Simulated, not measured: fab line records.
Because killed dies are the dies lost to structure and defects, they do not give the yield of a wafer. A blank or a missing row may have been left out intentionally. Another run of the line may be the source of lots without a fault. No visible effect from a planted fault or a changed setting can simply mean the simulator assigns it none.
fab line records ; flow n5Finfet
record: lots: 3; wafers: 9; lastDay: 14
route steps=1938 shown SD_EPI_P@302 SD_ACTIVATION@330 ILD0@335 BEOL_M4@1111 PASSIVATION@1936
lots that met no fault: from a run of the same line without faults
startH: start of the lot's first displayed wafer, in hours after the record's first day ; waitH: hours elapsed since this lot's preceding step ; " identical to the entry in the row above ; L1.1+2: several wafers, shown together as one row ; - no value, or no start given ; * or withheld: withheld ; < > ~ a bound
route shown NAME@n: NAME is a module with steps in the file, n the number in the route of the first one ; usual: the fault-free wafers' mean and standard deviation ; same: alike in all rows ; chamber/n: place in a boat ; sites: the reading at each site ; _std_site: standard deviation across them ; _edge_site: inner sites' mean taken away from outer sites' mean ; radiusMm: for every site, how far away it sits from the centre of the wafer ; mask NAME#n: copy n ; behind: the most recent tool/chamber to have shaped the wafer ; hold: what put the lot on hold/how long, in hours/how the hold closed ; device: names the non-switching transistor (n, p or np) ; end of line: the same wafers' tests at the end of the route ; for a step that has no rows: nothing shown but its recipe ; killed: dies lost to structure and defects at the first sort, not the wafer's yield ; map: shows each die of a wafer: x if killed, . if not, _ if none is there
set.NAME: the run value of the setting; set.NAME@STEP: its run value at that earlier step ; model.NAME: the simulator's own value behind a step, which no gauge read
a table for each step, a row for each wafer; lots at some steps of the route
services: when a tool's chamber went out of use (startH, in hours from the record's first day, below 0 if earlier), for how many hours, and the reason
== steps ==
step: N5_SD_EPI_P_DEVELOP_08
recipe: developTimeS: 30; developer: TMAH; resist: CAR-ArF-block; devTempC: 23; rinseLiquid: diw; dry: airSpin
step: N5_SD_EPI_P_DESCUM_14
recipe: chemistry: O2; timeS: 7.9; sourcePowerW: 50; biasPowerW: 20; pressureMtorr: 20; rfFrequencyHz: 2.712e+07; tempC: 40; resist: CAR-ArF-block; o2FlowSccm: 225
step: N5_SD_EPI_P_ETCH_36
recipe: chemistry: CF4; target: SiARC; targetDepthA: 455; maskMaterial: CAR-ArF-block; timeS: 75.8; ionEnergyEv: 80; pressureMtorr: 40; sourceW: 545; biasW: 36; Ar_flow_sccm: 100; cf4FlowSccm: 100; ends: cleared
step: N5_SD_EPI_P_ETCH_37
recipe: chemistry: N2/H2; target: SOC; overetchA: 1080; maskMaterial: SiARC; tempC: 40; ionEnergyEv: 100; sourceW: 3000; biasW: 133; pressureMtorr: 20; timeS: 486; n2FlowSccm: 200; h2FlowSccm: 200; ends: endPoint
step: N5_SD_EPI_P_STRIP_38
recipe: chemistry: N2/H2; tempC: 40; n2FlowSccm: 200; h2FlowSccm: 200; rfFrequencyHz: 6e+07
step: N5_SD_EPI_P_ETCHBACK_46
recipe: chemistry: CH3F/O2; mode: anisotropicEtchback; target: SiNx; targetDepthA: 175; stopOn: SiO2; overEtchFrac: 0.3; ionEnergyEv: 120; pressureMtorr: 30; sourceW: 395; biasW: 73; Ar_flow_sccm: 150; CH3F_flow_sccm: 30; O2_flow_sccm: 20
step: N5_SD_EPI_P_ETCH_47
recipe: chemistry: CH3F/O2; target: SiOCN; targetDepthA: 250; maskMaterial: SOC; ionEnergyEv: 60; biasW: 29; pressureMtorr: 30; sourceW: 410; Ar_flow_sccm: 150; CH3F_flow_sccm: 30; O2_flow_sccm: 20
step: N5_SD_EPI_P_ETCH_16
recipe: chemistry: CHF3/O2; target: SiO2; targetDepthA: 50; maskMaterial: SOC; pressureMtorr: 30; sourceW: 650; biasW: 170; Ar_flow_sccm: 200; CHF3_flow_sccm: 50; O2_flow_sccm: 5; ionEnergyEv: 200
step: N5_SD_EPI_P_STRIP_50
recipe: chemistry: CHF3/O2; resist: SiARC; rfFrequencyHz: 6e+07
step: N5_SD_EPI_P_SD_RECESS_17
recipe: chemistry: HBr/Cl2/O2; targetDepthA: 391; btTimeS: 3; pressureMtorr: 10; icpW: 800; biasW: 112; HBr_flow_sccm: 150; Cl2_flow_sccm: 80; O2_flow_sccm: 12
usual: drypumpMotorCurrentA: 5.7/0.5; oesProductAu: 0.998/0.02; throttleValvePct: 37.10/0.3
lot.wafer;tool;chamber;startH;waitH;drypumpMotorCurrentA;oesProductAu;rfHoursCounterH;throttleValvePct;model.etch.depthNm;model.SD_EPI_P.featureDepthNm
L551.1;rieSi-04;1;72.64;0.0;6.1;1.033;79;37.09;40.48;40.4
L551.5;rieSi-04;0;72.64;0.0;5.9;0.997;-;36.86;38.22;38.2
L551.6;rieSi-04;1;72.64;0.0;6.0;1.027;-;37.08;40.13;40.2
L552.1;rieSi-04;0;77.64;0.0;5.9;0.989;45;36.85;38.38;38.4
L552.3;rieSi-04;3;77.64;0.0;4.9;1.023;134;37.44;40.61;40.6
L552.5;rieSi-04;2;77.64;0.0;5.7;1.009;-;36.86;39.96;40
L557.1;rieSi-04;0;109.90;0.0;5.9;0.994;46;36.86;38.34;38.4
L557.4;rieSi-04;2;109.90;0.0;5.7;1.001;173;36.88;39.61;39.6
L557.5;rieSi-04;3;109.90;0.0;4.9;1.010;-;37.44;35.59;35.6
step: N5_SD_EPI_P_WET_ETCH_45
recipe: chemistry: dHF; dilution: withheld; timeS: 10.7; target: SiO2; targetDepthA: 20; tempC: 25; dry: ipaMarangoni; rinseTimeS: 30; rinseTempC: 23
step: N5_SD_EPI_P_STRIP_40
recipe: chemistry: N2/H2; powerW: 1000; tempC: 250; h2Frac: 0.65; overashFraction: 0.3; pressureMtorr: withheld; n2FlowSccm: 1750; h2FlowSccm: 3250
step: N5_SD_EPI_P_PRECLEAN_52
recipe: chemistry: O3/DIW; timeS: 60; tempC: 22; o3Ppm: 10
step: N5_SD_EPI_P_SRD_20
recipe: dry: ipaMarangoni; doPpb: 5; timeS: 30; tempC: 23; rinseLiquid: diw
step: N5_SD_EPI_P_PRECLEAN_51
recipe: chemistry: NF3:NH3; afsCycles: 1; tempC: 30; timeS: 20; sublimationTempC: 180; sublimationTimeS: 60; pressureTorr: 3; rfPowerW: 30
step: N5_SD_EPI_P_VAPOR_ETCH_44
recipe: chemistry: NF3/Ar; target: SiGe30; tempC: 25; timeS: 3.3; mode: isotropic
step: N5_SD_EPI_P_EPI_21
recipe: material: SiGe:B; dopant: B; tempC: 550; pressureTorr: 20; ambient: H2; timeS: 355
step: N5_SD_EPI_P_HM_STRIP_48
recipe: chemistry: H3PO4; tempC: 160; material: SiNx; target: SiNx; targetDepthA: 30; overetchFraction: 0.3
step: N5_SD_EPI_P_SRD_49
recipe: dry: ipaMarangoni; timeS: 30; tempC: 23; rinseLiquid: diw
step: N5_SD_EPI_P_PRECLEAN_24
recipe: chemistry: O3/DIW; timeS: 45; tempC: 22; o3Ppm: 10
step: N5_SD_EPI_P_PRECLEAN_32
recipe: chemistry: dHF; timeS: 10; dilution: 500:1; tempC: 25
step: N5_SD_EPI_P_PRECLEAN_33
recipe: chemistry: SC2; timeS: 45; tempC: 35; mix: 1:1:50
step: N5_SD_EPI_P_SRD_25
recipe: timeS: 30; tempC: 23; rinseLiquid: diw; dry: ipaMarangoni
step: N5_SD_ACTIVATION_RTA_00
recipe: tempC: 975; timeS: 0; ambient: N2; idleTempC: 600; rampUpCPerS: 150; rampDownCPerS: 60; coolToC: 600
step: N5_SD_ACTIVATION_LSA_01
recipe: tempC: 1080; timeS: 0.0008; ambient: N2
step: N5_ILD0_LINER_00
recipe: material: SiNx; targetThkA: 40; tempC: 400; aldPrecursorFamily: SiH2I2; aldCoReactant: N2/H2-plasma; pulseTimeS: 1; purgeTimeS: 2; coReactantPurgeTimeS: 2; aldCycles: 80; pressureTorr: 2
step: N5_ILD0_FCVD_FILL_01
recipe: material: SiO2_flowable; targetThkA: 2000; tempC: 100; pressureTorr: 0.8; rfW: 2000; timeS: 328.3
step: N5_ILD0_CURE_02
recipe: tempC: 450; timeS: 1800; ambient: steam; idleTempC: 400; rampUpCPerMin: 5; rampDownCPerMin: 3; densificationPH2oTorr: 640
step: N5_ILD0_CMP_03
recipe: stopOn: SiNx; tOverpolishS: 1.9; postCmpClean: alkalineBrush; downForcePsi: 4.1491; platenRpm: 51.796; padVelocityMS: 1.0306; targetThkNm: 197.38
step: N5_ILD0_CMP_07
recipe: stopOn: poly-Si; material: SiO2_flowable; tOverpolishS: 1.18; postCmpClean: alkalineBrush; downForcePsi: 4.1491; platenRpm: 51.796; padVelocityMS: 1.0306; targetThkNm: 138.88
step: N5_ILD0_PRECLEAN_10
recipe: chemistry: NF3:NH3; afsCycles: 5; timeS: 20; tempC: 30; sublimationTempC: 180; sublimationTimeS: 60; pressureTorr: 3; rfPowerW: 30
step: N5_ILD0_ALD_15
recipe: material: SiNx; targetThkA: 240; tempC: 400; aldPrecursorFamily: SiH2I2; aldCoReactant: N2/H2-plasma; pulseTimeS: 1; aldCycles: 480; purgeTimeS: 2; coReactantPurgeTimeS: 2; pressureTorr: 2
step: N5_BEOL_M4_RC_MEAS_101
usual: DIBL_N: 35.9/1.7; DIBL_P: 35.8/2.2; IOFF_N: 0.15/0.03; IOFF_P: 0.21/0.036; ION_N: 674/12; ION_P: 463/7.2; SS_N: 71.3/0.59; SS_P: 73.1/0.69; VT_N: 250/3; VT_P: -251/3.2
lot.wafer;tool;chamber;startH;waitH;DIBL_N[mV/V];DIBL_P[mV/V];IOFF_N[nA/um];IOFF_P[nA/um];ION_N[uA/um];ION_P[uA/um];SS_N[mV/dec];SS_P[mV/dec];VT_N[mV];VT_P[mV]
L551.1;prober-01;0;184.11;0.0;35.1;33.7;0.13;0.19;681;469;71.0;72.8;252;-251
L551.5;prober-01;0;184.11;0.0;37.1;35.6;0.17;0.21;675;460;70.9;73.4;248;-249
L551.6;prober-01;0;184.11;0.0;35.3;33.7;0.14;0.19;681;468;70.5;72.7;250;-249
L552.1;prober-01;0;186.03;0.0;37.2;37.6;0.18;0.23;682;464;71.9;73.4;249;-251
L552.3;prober-01;0;186.03;0.0;36.8;36.5;0.17;0.22;683;470;71.4;73.9;248;-249
L552.5;prober-01;0;186.03;0.0;37.8;38.2;0.19;0.25;678;469;72.3;74.0;248;-250
L557.1;prober-02;0;237.32;0.0;34.5;34.1;0.14;0.15;661;445;70.5;73.3;249;-259
L557.4;prober-02;0;237.32;0.0;35.1;34.5;0.14;0.16;663;446;70.4;73.5;249;-256
L557.5;prober-02;0;237.32;0.0;33.0;31.7;0.11;0.12;659;438;70.3;73.0;253;-264
step: N5_PASSIVATION_PROBE_49
usual: defectLimitedYield: 91.0/1.5; killed_at_M0_to_M3: 35/12; killed_at_M4_up: 15/5.8; killedAtContacts: 14/7.2; killedAtFrontEnd: 40/10; killedAtOther: 3/3; killedDies: 106/18; killedOpen: 68/14; killedShort: 35/7.2; sort_bin_5_function: 5.2/0.96; sort_bin_6_memory: 3.3/0.69; sort_bin_8_speed: 0.00/0.022; sortNPass: 1074/18; sortYieldPct: 91.0/1.5
same: grossDies: 1180; killedAtBackSide: 0; sort_bin_4_leakage[%]: 0
lot.wafer;tool;chamber;startH;waitH;defectLimitedYield[%];killed_at_M0_to_M3;killed_at_M4_up;killedAtContacts;killedAtFrontEnd;killedAtOther;killedDies;killedOpen;killedShort;sort_bin_5_function[%];sort_bin_6_memory[%];sort_bin_8_speed[%];sortNPass;sortYieldPct[%]
L551.1;prober-02;-;281.09;0.0;90.4;61;10;5;35;2;113;74;35;5.5;3.9;0;1067;90.4
L551.5;prober-02;-;281.29;0.2;88.7;63;14;10;46;0;133;100;31;7.0;3.8;0;1047;88.7
L551.6;prober-02;-;281.34;0.3;91.5;26;12;9;48;5;100;71;28;5.3;3.1;0;1080;91.5
L552.1;prober-02;-;288.47;0.0;90.7;24;24;10;46;6;110;74;35;4.9;4.1;0;1070;90.7
L552.3;prober-02;-;288.57;0.1;94.1;28;4;12;25;1;70;49;18;3.4;2.3;0;1110;94.1
L552.5;prober-02;-;288.67;0.2;91.9;23;16;13;42;1;95;52;42;4.7;3.3;0;1085;91.9
L557.1;prober-02;-;343.57;0.0;91.4;27;17;17;35;6;102;64;31;5.1;3.1;0;1078;91.4
L557.4;prober-02;-;343.72;0.2;90.8;29;33;15;30;1;108;75;32;5.0;3.8;0;1072;90.8
L557.5;prober-02;-;343.77;0.2;92.4;23;19;14;33;1;90;53;33;4.0;3.4;0.51;1084;91.9
killed by level:class
L551.1 BEOL_M2:geometricParticle:open=18 BEOL_M0_SAQP:geometricParticle:open=15 BEOL_M0_SAQP:geometricParticle:short=10 STI_FIN_REVEAL:geometricParticle:open=8 BEOL_M3:geometricParticle:open=8 DUMMY_GATE:geometricParticle:open=6 STARTING-WAFER:geometricParticle:short=5 FIN_SAQP:geometricParticle:open=4
L551.5 BEOL_M3:geometricParticle:open=26 BEOL_M2:geometricParticle:open=12 FIN_SAQP:geometricParticle:open=9 MOL_CONTACT_COAG:geometricParticle:open=9 STI_FIN_REVEAL:geometricParticle:open=8 BEOL_M0_SAQP:geometricParticle:short=7 FIN_SAQP:geometricParticle:short=6 BEOL_M1:geometricParticle:open=6
L551.6 FIN_SAQP:geometricParticle:open=14 FIN_SAQP:geometricParticle:short=8 BEOL_M3:geometricParticle:open=8 MOL_CONTACT_COAG:geometricParticle:open=8 STI_FIN_REVEAL:geometricParticle:open=7 DUMMY_GATE:geometricParticle:open=4 BEOL_M0_SAQP:geometricParticle:open=4 BEOL_M0_SAQP:geometricParticle:short=4
L552.1 BEOL_M4:geometricParticle:open=11 FIN_SAQP:geometricParticle:open=10 FIN_SAQP:geometricParticle:short=8 STI_FIN_REVEAL:geometricParticle:open=7 MOL_CONTACT_COAG:geometricParticle:open=7 BEOL_M3:geometricParticle:open=7 BEOL_M0_SAQP:geometricParticle:open=6 ILD0:geometricParticle:open=5
L552.3 MOL_CONTACT_COAG:geometricParticle:open=10 STI_FIN_REVEAL:geometricParticle:open=7 BEOL_M2:geometricParticle:open=7 FIN_SAQP:geometricParticle:short=6 BEOL_M0_SAQP:geometricParticle:open=5 BEOL_M4:geometricParticle:open=4 FIN_SAQP:geometricParticle:open=3 ILD0:geometricParticle:open=3
L552.5 FIN_SAQP:geometricParticle:short=18 MOL_CONTACT_COAG:geometricParticle:open=12 GATE_CUT:geometricParticle:short=8 BEOL_M0_SAQP:geometricParticle:open=6 FIN_SAQP:geometricParticle:open=5 BEOL_M4:geometricParticle:open=5 BEOL_M2:geometricParticle:open=5 BEOL_M0_SAQP:geometricParticle:short=4
L557.1 MOL_CONTACT_COAG:geometricParticle:open=13 STI_FIN_REVEAL:geometricParticle:open=8 BEOL_M4:geometricParticle:open=7 BEOL_M0:geometricParticle:open=7 BEOL_M2:geometricParticle:open=7 FIN_SAQP:geometricParticle:short=6 BEOL_M8:geometricParticle:open=5 STARTING-WAFER:geometricParticle:short=4
L557.4 BEOL_M4:geometricParticle:open=20 MOL_CONTACT_COAG:geometricParticle:open=13 FIN_SAQP:geometricParticle:short=11 BEOL_M3:geometricParticle:open=7 BEOL_M3:geometricParticle:short=5 BEOL_M0_SAQP:geometricParticle:short=5 BEOL_M8:geometricParticle:open=5 FIN_SAQP:geometricParticle:open=4
L557.5 MOL_CONTACT_COAG:geometricParticle:open=13 STI_FIN_REVEAL:geometricParticle:open=8 BEOL_M4:geometricParticle:open=7 FIN_SAQP:geometricParticle:short=5 FIN_SAQP:geometricParticle:open=4 BEOL_M0:geometricParticle:short=4 STARTING-WAFER:geometricParticle:short=4 STI_FIN_REVEAL:geometricParticle:short=3
map L557.4 (x killed, . not)
_________________...x.....xx.________________
______________.....x............_____________
___________....x...................__________
__________.x.....x.....x....x......._________
________................x............._______
_______..............x.............x...______
______.......x........xx..xx............_____
_____...........x..x...........x.........____
____...x.........x.x.....................x___
___....x.......................x.........x.__
___........x..x....x......x.x..x.......x...__
__..x......................x.......xx......._
__.................x..x..................x.._
_..............x..............x.....xx......x
_.x.........................xx...............
_.x................x.........................
_............x...............................
_......................x...............xx....
_....x.x...................................xx
_......................x.........x....x....x.
_xx................x.........................
__.....x..............x.x....x.......x......_
__xx...x...x......x..x............x........._
___............x.......x...x...............__
___...................x..x.............x...__
____...................................x..___
_____....................x...............____
______........x...x...............x....._____
_______................................______
________.....xx...........x.x...x....._______
__________x..x.xx.........x...x...x._________
___________..............xx........__________
______________.x......xx...x...._____________
_________________..........x.________________
map L551.5 (x killed, . not)
_________________......x.....________________
______________.................._____________
___________...x.....x....x.....x...__________
__________.....x...x.x.............._________
________.x.x.x....x..........x........_______
_______.........x...x....x.......x.....______
______..........x...................xxx._____
_____...........x...x....................____
____.........x.x...............x....x.....___
___.....x............xx..............x..x..__
___...............................x...x....__
__..x...x..............x..x..x......x......._
__..x...................x..................._
_..x.x....x.........xx........x..............
_...........x...........xx.................x.
_..........x................x....x...x...x...
_.x..................x........x....x.........
_.......x....x...x.........x.......x..x...x..
_...x...x...xx.......................x.......
_...x..x..xx.....x...x.......................
_............xx.....x..x.......x.....x.x..x..
__......x....................x.............._
__x......x......x..........................._
___.x.......................xx.............__
___..........x......x.x..............x.....__
____x.......x.x...............x...........___
_____..xx.x...x...x............x.........____
______......x...x.x....x..............x._____
_______x.x.....x.....x.................______
________.......x......x..x............_______
__________...........x..x.....x....._________
___________xx....................xx__________
______________...x........x..x.._____________
_________________x....x......________________
== services ==
tool;chamber;startH;hours;kind
rieSi-04;3;48.64;5.0;repair
rieSi-04;-;77.94;0.3;repair
== key ==
firstSign: step: N5_PASSIVATION_PROBE_49; reading: sort_bin_8_speed; direction: up; sigmas: 6; usual: 0.00; struck: 0.51
effect none on later readings
modelEffect: step: N5_SD_EPI_P_SD_RECESS_17; value: etch.depthNm; without: 40.43; struck: 35.59
metAt N5_SD_EPI_P_SD_RECESS_17
struckWafers L557.5
onsetBetween 77.64 109.90
fault: kind: processParameterDrift; tool: rieSi-04; chamber: -; onsetH: 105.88; steps: N5_SD_EPI_P_SD_RECESS_17; channel: targetDepthA; offset: -46.772; shape: step; endH: 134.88; scope: struckWafersOnly; actsIn: theseRecipesOnly; stated: 391
